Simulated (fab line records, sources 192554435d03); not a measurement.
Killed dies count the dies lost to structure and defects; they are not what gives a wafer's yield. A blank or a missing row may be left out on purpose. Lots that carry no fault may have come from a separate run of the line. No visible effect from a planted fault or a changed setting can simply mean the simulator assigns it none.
fab line records	flow n5Finfet
record lots=9	wafers=27	lastDay=19
route steps=1938 shown FIN_SAQP@125 BEOL_M4@1111 PASSIVATION@1936
lots that met no fault: from a run of the same line without faults
startH: the number of hours between the record's first day and the start of the first shown wafer of the lot	waitH: hours from the lot's prior step to this one	" as in the row above	L1.1+2: a single row standing in for several wafers	- value missing, or start not given	* or withheld: withheld	< > ~ a bound
route shown NAME@n: NAME is a module with steps in the file, n the number in the route of the first one	usual: the fault-free wafers' mean and standard deviation	same: alike in all rows	chamber/n: place in a boat	sites: per-site readings	_std_site: the standard deviation of these	_edge_site: the outer-site mean with the inner-site mean subtracted	radiusMm: how far each site lies from the wafer's centre	mask NAME#n: copy n	behind: the last tool/chamber to shape the wafer	hold: why the lot was held/for how many hours/how that ended	device: which transistor (n, p or np) failed to switch	end of line: at the end of the route, the tests of the same wafers	a step with no rows: only its recipe	killed: at the first sort, the dies lost to defects and structure; wafer yield is something else	map: a wafer's dies, x killed, . not, _ none there
set.NAME: the setting the step ran with; set.NAME@STEP: the setting that earlier step ran with	model.NAME: the simulator's own value behind a step, which no gauge read
a sample of lots followed through the steps of the route, with each step as a table and each wafer as a row
services: from which hour (startH, from the record's first day; less than 0 if before it) a tool's chamber was out of use, for how many hours, and why
## steps
# step N5_FIN_SAQP_SPACER1_ALD_24
# recipe material=SiO2	targetThkA=203	tempC=300	aldPrecursorFamily=BDEAS	aldCoReactant=O2-plasma	pulseTimeS=1	purgeTimeS=2	coReactantPurgeTimeS=2	aldCycles=218	pressureTorr=2
# usual heaterPowerW=478/36	precursorPulseHeightRel=1.000/0.019	susceptorTempC=300.02/0.2
lot.wafer	tool	chamber	startH	waitH	heaterPowerW	precursorPulseHeightRel	sinceWetCleanH	susceptorTempC
L101.2	aldSin-03	1	25.56	2.2	462	0.981	16	299.98
L101.3	"	0	"	"	428	1.004	16	300.25
L101.4	"	3	"	"	437	1.018	16	300.11
L103.2	aldSin-01	3	34.72	0.3	515	0.987	133	300.27
L103.3	"	0	"	"	510	1.007	133	300.01
L103.5	"	2	"	"	512	1.000	-	300.13
L107.2	aldSin-01	3	63.29	0.3	528	1.006	161	299.68
L107.3	"	1	"	"	522	1.002	161	300.05
L107.6	"	2	"	"	486	0.959	-	299.68
L110.2	aldSin-01	3	77.77	0.3	522	0.982	176	300.19
L110.3	"	0	"	"	503	1.013	176	300.45
L110.6	"	0	"	"	520	1.010	-	300.14
L116.3	aldSin-03	3	113.63	0.2	445	0.981	104	299.92
L116.4	"	1	"	"	468	0.977	-	300.42
L116.5	"	3	"	"	432	1.000	-	299.94
L118.1	aldSin-01	2	125.76	0.8	506	0.979	224	299.98
L118.3	"	3	"	"	509	0.976	224	300.01
L118.6	"	3	"	"	518	1.017	-	300.11
L120.1	aldSin-01	2	137.33	0.3	503	1.019	235	300.16
L120.3	"	0	"	"	519	0.996	235	300.27
L120.6	"	0	"	"	518	0.989	-	300.32
L123.4	aldSin-03	1	155.29	0.1	464	1.043	145	300.05
L123.5	"	2	"	"	488	1.018	-	300.05
L123.6	"	1	"	"	458	1.006	-	300.11
L124.1	aldSin-03	1	164.41	0.3	460	0.992	154	300.06
L124.3	"	2	"	"	502	1.033	154	300.07
L124.6	"	3	"	"	444	1.003	-	299.85
# step N5_FIN_SAQP_SPACER2_ALD_28
# recipe material=SiO2	targetThkA=81	tempC=300	aldPrecursorFamily=BDEAS	aldCoReactant=O2-plasma	pulseTimeS=1	purgeTimeS=2	coReactantPurgeTimeS=2	pressureTorr=2
# usual heaterPowerW=477/40	precursorPulseHeightRel=1.001/0.022	susceptorTempC=300.01/0.19
lot.wafer	tool	chamber	startH	waitH	heaterPowerW	precursorPulseHeightRel	sinceWetCleanH	susceptorTempC
L101.2	aldSin-03	2	27.69	0.1	489	0.992	18	299.79
L101.3	"	3	"	"	438	0.988	18	299.72
L101.4	"	1	"	"	444	1.011	18	300.25
L103.2	aldSin-02	0	36.73	0.1	483	0.991	315	299.62
L103.3	"	3	"	"	361	1.007	315	299.99
L103.5	"	1	"	"	469	0.991	-	299.96
L107.2	aldSin-03	2	66.04	0.8	516	0.997	56	300.08
L107.3	"	1	"	"	449	0.994	56	299.99
L107.6	"	2	"	"	488	1.007	-	299.79
L110.2	aldSin-02	0	79.72	0.1	490	0.973	358	300.17
L110.3	"	1	"	"	465	1.011	358	299.87
L110.6	"	1	"	"	472	0.990	-	299.95
L116.3	aldSin-01	2	115.62	0.1	501	0.990	213	300.14
L116.4	"	0	"	"	489	0.950	213	300.25
L116.5	"	2	"	"	499	0.991	-	300.05
L118.1	aldSin-02	2	127.89	0.1	476	0.965	29	299.75
L118.3	"	0	"	"	492	1.026	29	299.96
L118.6	"	3	"	"	321	0.969	-	282.20
L120.1	aldSin-03	3	139.29	0.1	438	1.000	129	300.30
L120.3	"	0	"	"	426	0.971	129	299.87
L120.6	"	0	"	"	435	0.978	-	299.87
L123.4	aldSin-03	0	160.23	1.2	440	0.981	150	299.97
L123.5	"	3	"	"	444	0.992	-	300.40
L123.6	"	0	"	"	435	1.018	-	300.06
L124.1	aldSin-01	3	167.66	1.4	522	1.010	265	300.04
L124.3	"	2	"	"	511	0.983	265	300.15
L124.6	"	0	"	"	514	0.988	-	300.12
# step N5_FIN_SAQP_SPACER2_ETCHBACK_29
# recipe chemistry=CHF3/O2	mode=anisotropicEtchback	target=SiO2	targetDepthA=122	timeS=6.1	pressureMtorr=30	sourceW=650	biasW=170	Ar_flow_sccm=200	CHF3_flow_sccm=50	O2_flow_sccm=5	ionEnergyEv=200
# usual drypumpMotorCurrentA=5.6/0.31	mfcArSccm=199.9/0.55	oesProductAu=0.85/0.1	rfVppV=525/8.3	showerheadPlenumPTorr=2.46/0.07	throttleValvePct=18.82/0.17
lot.wafer	tool	chamber	startH	waitH	drypumpMotorCurrentA	mfcArSccm	oesProductAu	rfHoursCounterH	rfVppV	showerheadPlenumPTorr	throttleValvePct
L101.2	rieDiel-01	0	28.11	0.3	5.3	200.0	1.02	2	540	2.56	18.57
L101.3	"	1	"	"	5.9	200.1	0.73	164	529	2.50	18.89
L101.4	"	0	"	"	5.3	200.8	1.01	-	542	2.56	18.58
L103.2	rieDiel-04	1	37.12	0.2	5.4	199.6	0.67	244	515	2.37	19.14
L103.3	"	0	"	"	5.7	200.3	0.75	170	521	2.40	18.97
L103.5	"	0	"	"	5.7	199.9	0.75	-	521	2.40	18.96
L107.2	rieDiel-01	1	66.41	0.2	5.9	199.7	0.72	183	527	2.50	18.92
L107.3	"	2	"	"	6.1	200.0	0.97	10	532	2.56	18.61
L107.6	"	0	"	"	5.3	199.9	0.95	-	539	2.56	18.59
L110.2	rieDiel-01	2	80.20	0.3	6.1	200.4	0.95	15	533	2.56	18.62
L110.3	"	1	"	"	5.9	199.7	0.71	188	527	2.49	18.93
L110.6	"	2	"	"	6.1	200.0	0.94	-	534	2.56	18.60
L116.3	rieDiel-01	3	115.97	0.2	5.7	199.5	0.93	17	517	2.36	18.67
L116.4	"	2	"	"	6.0	199.4	0.91	26	535	2.56	18.62
L116.5	"	0	"	"	5.3	200.0	0.91	-	540	2.55	18.62
L118.1	rieDiel-02	3	128.22	0.2	5.1	199.0	0.74	156	527	2.51	18.86
L118.3	"	1	"	"	4.7	200.0	0.84	81	524	2.44	19.11
L118.6	"	3	"	"	5.1	200.2	0.75	-	528	2.51	18.86
L120.1	rieDiel-04	0	139.74	0.3	5.7	199.7	0.72	207	522	2.38	19.04
L120.3	"	3	"	"	5.6	200.8	0.87	42	521	2.45	18.88
L120.6	"	1	"	"	5.4	199.7	0.93	-	514	2.36	18.75
L123.4	rieDiel-04	2	160.60	0.2	5.4	199.4	0.86	62	513	2.45	18.88
L123.5	"	1	"	"	5.4	199.2	0.90	-	513	2.36	18.77
L123.6	"	2	"	"	5.4	199.6	0.87	-	515	2.45	18.91
L124.1	rieDiel-01	2	168.13	0.3	6.1	199.1	0.88	46	533	2.55	18.66
L124.3	"	3	"	"	5.7	200.3	0.91	37	519	2.35	18.72
L124.6	"	1	"	"	5.9	199.6	0.69	-	527	2.48	18.98
# step N5_FIN_SAQP_MANDREL2_REMOVE_60
# recipe chemistry=HBr/Cl2/O2	btTimeS=10	target=a-Si	stopOn=SiNx	endpoint=OES-SiCl	overEtchFrac=1	icpW=600	biasW=22	HBr_flow_sccm=150	Cl2_flow_sccm=80	O2_flow_sccm=5	pressureMtorr=10
# usual drypumpMotorCurrentA=5.6/0.53	oesProductAu=0.998/0.011	throttleValvePct=36.71/0.29
lot.wafer	tool	chamber	startH	waitH	drypumpMotorCurrentA	oesProductAu	rfHoursCounterH	throttleValvePct
L101.2	rieSi-01	2	28.20	0.1	5.3	0.990	104	36.56
L101.3	"	1	"	"	5.7	1.008	18	36.58
L101.4	"	3	"	"	4.7	1.009	39	36.93
L103.2	rieSi-02	1	37.20	0.1	6.0	1.021	142	36.61
L103.3	"	0	"	"	5.6	1.026	97	36.96
L103.5	"	1	"	"	6.0	1.012	-	36.62
L107.2	rieSi-06	1	66.49	0.1	5.0	0.987	124	36.26
L107.3	"	2	"	"	6.1	0.990	104	36.49
L107.6	"	1	"	"	5.0	0.995	-	36.24
L110.2	rieSi-06	3	80.28	0.1	6.2	0.995	46	36.70
L110.3	"	2	"	"	6.1	1.000	104	36.48
L110.6	"	0	"	"	4.9	1.002	-	37.23
L116.3	rieSi-02	3	116.05	0.1	6.0	0.998	75	36.64
L116.4	"	0	"	"	5.7	1.018	99	36.95
L116.5	"	2	"	"	5.5	0.988	-	37.11
L118.1	rieSi-01	2	128.30	0.1	5.3	0.998	106	36.58
L118.3	"	3	"	"	4.7	0.994	41	36.92
L118.6	"	3	"	"	4.7	1.001	-	36.91
L120.1	rieSi-01	2	139.83	0.1	5.3	0.984	106	36.57
L120.3	"	1	"	"	5.7	1.005	20	36.58
L120.6	"	2	"	"	5.3	0.979	-	36.57
L123.4	rieSi-02	2	160.68	0.1	5.5	0.984	1	37.12
L123.5	"	3	"	"	6.0	0.987	-	36.65
L123.6	"	2	"	"	5.5	0.971	-	37.10
L124.1	rieSi-02	1	168.21	0.1	6.0	1.019	144	36.62
L124.3	"	0	"	"	5.7	1.017	100	36.94
L124.6	"	1	"	"	6.0	1.022	-	36.60
# step N5_BEOL_M4_RC_MEAS_101
# usual DIBL_N=36.2/1.2	DIBL_P=36.3/1.3	IOFF_N=0.155/0.019	IOFF_N_85C=3.0/0.31	IOFF_N_LIN=0.073/0.0075	IOFF_P=0.210/0.029	ION_N=677/8.6	ION_P=465/6.8	SS_N=71.4/0.48	SS_P=73.2/0.53	VT_N=249.9/2.4	VT_N_LVT=99.0/2.1	VT_P=-250/3.2
lot.wafer	tool	chamber	startH	waitH	DIBL_N[mV/V]	DIBL_P[mV/V]	IOFF_N[nA/um]	IOFF_N_85C[nA/um]	IOFF_N_LIN[nA/um]	IOFF_P[nA/um]	ION_N[uA/um]	ION_P[uA/um]	SS_N[mV/dec]	SS_P[mV/dec]	VT_N[mV]	VT_N_LVT[mV]	VT_P[mV]
L101.2	prober-02	0	158.43	0.2	36.5	36.8	0.157	3.0	0.072	0.199	672	464	71.7	72.9	250.5	99.9	-252
L101.3	"	0	"	"	36.3	36.4	0.153	2.9	0.073	0.198	673	459	71.1	73.6	251.6	99.9	-250
L101.4	"	0	"	"	37.5	37.9	0.178	3.3	0.081	0.220	685	469	71.9	72.6	249.3	96.8	-250
L103.2	prober-02	0	164.57	0.2	35.9	36.3	0.161	3.1	0.078	0.233	680	471	71.5	73.6	247.7	98.2	-247
L103.3	"	0	"	"	35.5	36.4	0.155	3.1	0.077	0.227	690	476	70.4	72.9	246.8	98.0	-247
L103.5	"	0	"	"	35.7	36.2	0.155	3.0	0.076	0.229	681	472	70.8	73.7	246.7	98.5	-248
L107.2	prober-02	0	216.28	0.2	35.7	36.7	0.176	3.3	0.081	0.239	682	470	71.8	72.9	251.2	96.9	-250
L107.3	"	0	"	"	34.8	35.9	0.147	2.9	0.071	0.219	680	474	70.9	74.0	250.3	99.3	-252
L107.6	"	0	"	"	33.7	34.1	0.128	2.6	0.064	0.190	681	467	70.7	73.0	250.1	100.6	-250
L110.2	prober-01	0	224.86	0.2	37.3	38.1	0.192	3.5	0.085	0.255	688	467	71.8	74.0	248.3	96.2	-245
L110.3	"	0	"	"	35.2	36.1	0.156	2.9	0.073	0.230	674	461	71.5	73.6	248.8	99.3	-245
L110.6	"	0	"	"	35.7	36.5	0.164	3.0	0.076	0.228	676	467	71.1	72.9	248.3	97.6	-249
L116.3	prober-01	0	265.65	0.3	37.0	37.8	0.187	3.6	0.086	0.269	680	469	71.5	74.1	245.6	97.8	-244
L116.4	"	0	"	"	36.3	37.1	0.175	3.4	0.084	0.266	696	479	71.9	73.7	247.8	98.4	-247
L116.5	"	0	"	"	36.7	37.1	0.172	3.4	0.082	0.257	686	478	71.8	73.1	245.8	98.2	-246
L120.1	prober-02	0	284.92	0.0	35.8	36.8	0.170	3.3	0.079	0.225	678	472	71.5	73.3	245.8	96.8	-248
L120.3	"	0	"	"	35.6	36.4	0.158	3.1	0.074	0.217	681	469	71.2	73.2	249.6	99.9	-248
L120.6	"	0	"	"	34.0	34.9	0.139	2.8	0.067	0.197	679	467	70.5	73.4	247.4	99.2	-249
L118.1	prober-02	0	292.39	0.0	38.3	36.4	0.164	3.3	0.077	0.178	679	460	70.9	73.2	250.1	96.2	-255
L118.3	"	0	"	"	38.5	36.8	0.166	3.3	0.076	0.186	676	451	71.7	73.6	251.8	97.2	-254
L118.6	"	0	"	"	40.3	39.7	0.228	4.3	0.102	0.230	703	471	72.0	73.7	241.4	90.5	-251
L124.1	prober-02	0	322.78	0.0	35.4	33.4	0.128	2.6	0.061	0.159	657	451	70.9	72.4	252.2	102.0	-254
L124.3	"	0	"	"	36.9	35.5	0.159	3.1	0.075	0.188	673	459	71.7	72.8	250.4	98.0	-251
L124.6	"	0	"	"	37.4	36.0	0.164	3.2	0.075	0.199	674	458	71.9	73.6	249.7	97.4	-252
L123.4	prober-02	0	329.51	0.5	36.7	36.1	0.170	3.4	0.081	0.206	676	466	71.5	73.0	247.0	97.2	-251
L123.5	"	0	"	"	36.6	35.9	0.166	3.3	0.078	0.199	676	461	70.6	73.5	250.3	95.9	-252
L123.6	"	0	"	"	37.7	38.0	0.184	3.6	0.086	0.240	690	471	72.1	73.9	245.6	96.5	-249
# step N5_PASSIVATION_PROBE_49
# usual defectLimitedYield=91.2/1.4	killed_at_M0_to_M3=34/10	killed_at_M4_up=13/5.1	killedAtContacts=12/6.5	killedAtFrontEnd=41/11	killedAtOther=4/3.3	killedDies=104/16	killedOpen=69/13	killedShort=33/7	sort_bin_5_function=5.1/0.91	sort_bin_6_memory=3.3/0.69	sortNPass=1076/16	sortYieldPct=91.2/1.4
# same grossDies=1180	killedAtBackSide=0	sort_bin_4_leakage[%]=0	sort_bin_8_speed[%]=0
lot.wafer	tool	chamber	startH	waitH	defectLimitedYield[%]	killed_at_M0_to_M3	killed_at_M4_up	killedAtContacts	killedAtFrontEnd	killedAtOther	killedDies	killedOpen	killedShort	sort_bin_5_function[%]	sort_bin_6_memory[%]	sortNPass	sortYieldPct[%]
L118.1	prober-02	-	388.21	0.0	91.0	24	14	15	52	1	106	77	29	5.3	3.4	1074	91.0
L118.3	prober-02	-	388.31	0.1	90.6	43	11	6	41	10	111	81	29	5.8	3.2	1069	90.6
L118.6	prober-02	-	388.46	0.3	89.6	41	19	16	41	6	123	84	31	6.0	3.4	1057	89.6
# killed by level:class
L118.1 STI_FIN_REVEAL:geometricParticle:open=31 MOL_CONTACT_COAG:geometricParticle:open=11 BEOL_M4:geometricParticle:open=8 BEOL_M0_SAQP:geometricParticle:short=7 BEOL_M2:geometricParticle:open=7 FIN_SAQP:geometricParticle:short=6 MOL_CONTACT_COAG:geometricParticle:short=4 DUMMY_GATE:geometricParticle:open=3
L118.3 STI_FIN_REVEAL:geometricParticle:open=16 DUMMY_GATE:geometricParticle:open=9 BEOL_M2:geometricParticle:open=9 BEOL_M0_SAQP:geometricParticle:short=7 BEOL_M1:geometricParticle:open=7 BEOL_M4:geometricParticle:open=7 MOL_CONTACT_COAG:geometricParticle:open=6 BEOL_M3:geometricParticle:open=5
L118.6 BEOL_M0_SAQP:geometricParticle:open=18 MOL_CONTACT_COAG:geometricParticle:open=14 STI_FIN_REVEAL:geometricParticle:open=11 BEOL_M0_SAQP:geometricParticle:short=11 BEOL_M4:geometricParticle:open=8 HKMG_FIN:areaEtch=8 DUMMY_GATE:geometricParticle:open=6 GATE_CUT:geometricParticle:short=4
## services
tool	chamber	startH	hours	kind
rieDiel-01	1	2.32	5.7	repair
aldSin-03	0	10.22	-	clean
aldSin-03	1	10.22	-	clean
aldSin-03	2	10.22	-	clean
aldSin-03	3	10.22	-	clean
rieSi-02	3	27.73	6.7	repair
rieDiel-04	0	37.44	4.8	repair
rieSi-02	3	38.60	2.0	repair
aldSin-02	3	59.10	24.9	repair
aldSin-02	-	85.25	14.0	pm
rieDiel-04	-	89.16	0.4	repair
rieSi-06	1	90.62	10.5	repair
rieSi-06	-	90.73	0.3	repair
aldSin-01	-	93.32	1.1	repair
rieSi-06	3	95.15	22.9	repair
aldSin-03	-	100.64	0.4	repair
rieSi-06	0	105.77	2.3	repair
rieDiel-02	0	113.52	7.3	repair
rieSi-06	0	129.46	5.0	repair
rieDiel-01	1	136.85	10.3	repair
rieDiel-02	1	137.28	9.5	repair
rieDiel-04	3	144.66	14.2	repair
rieDiel-02	-	159.50	1.4	repair
rieSi-02	-	161.79	2.8	pm
## key
firstSign step=N5_FIN_SAQP_SPACER2_ALD_28	reading=susceptorTempC	direction=down	sigmas=92	usual=*	struck=*
effect step=N5_BEOL_M4_RC_MEAS_101	reading=VT_N_LVT	direction=down	sigmas=4	usual=99.0	struck=90.5
effect step=N5_BEOL_M4_RC_MEAS_101	reading=IOFF_N_85C	direction=up	sigmas=3.9	usual=3.0	struck=4.3
effect step=N5_BEOL_M4_RC_MEAS_101	reading=IOFF_N_LIN	direction=up	sigmas=3.9	usual=0.073	struck=0.102
effect step=N5_BEOL_M4_RC_MEAS_101	reading=IOFF_N	direction=up	sigmas=3.8	usual=0.155	struck=0.228
effect step=N5_BEOL_M4_RC_MEAS_101	reading=DIBL_N	direction=up	sigmas=3.6	usual=36.2	struck=40.3
effect step=N5_BEOL_M4_RC_MEAS_101	reading=VT_N	direction=down	sigmas=3.5	usual=249.9	struck=241.4
effect step=N5_BEOL_M4_RC_MEAS_101	reading=ION_N	direction=up	sigmas=3.1	usual=677	struck=703
metAt N5_FIN_SAQP_SPACER2_ALD_28
struckLots L118
struckWafers L118.6
notActingAt N5_FIN_SAQP_SPACER1_ALD_24,N5_FIN_SAQP_SPACER2_ETCHBACK_29,N5_FIN_SAQP_MANDREL2_REMOVE_60
onsetBetween 36.73 127.89
fault kind=processParameterDrift	tool=aldSin-02	chamber=3	onsetH=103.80	steps=N5_FIN_SAQP_SPACER2_ALD_28	channel=tempC	offset=*	shape=step	endH=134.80	actsIn=*	stated=*
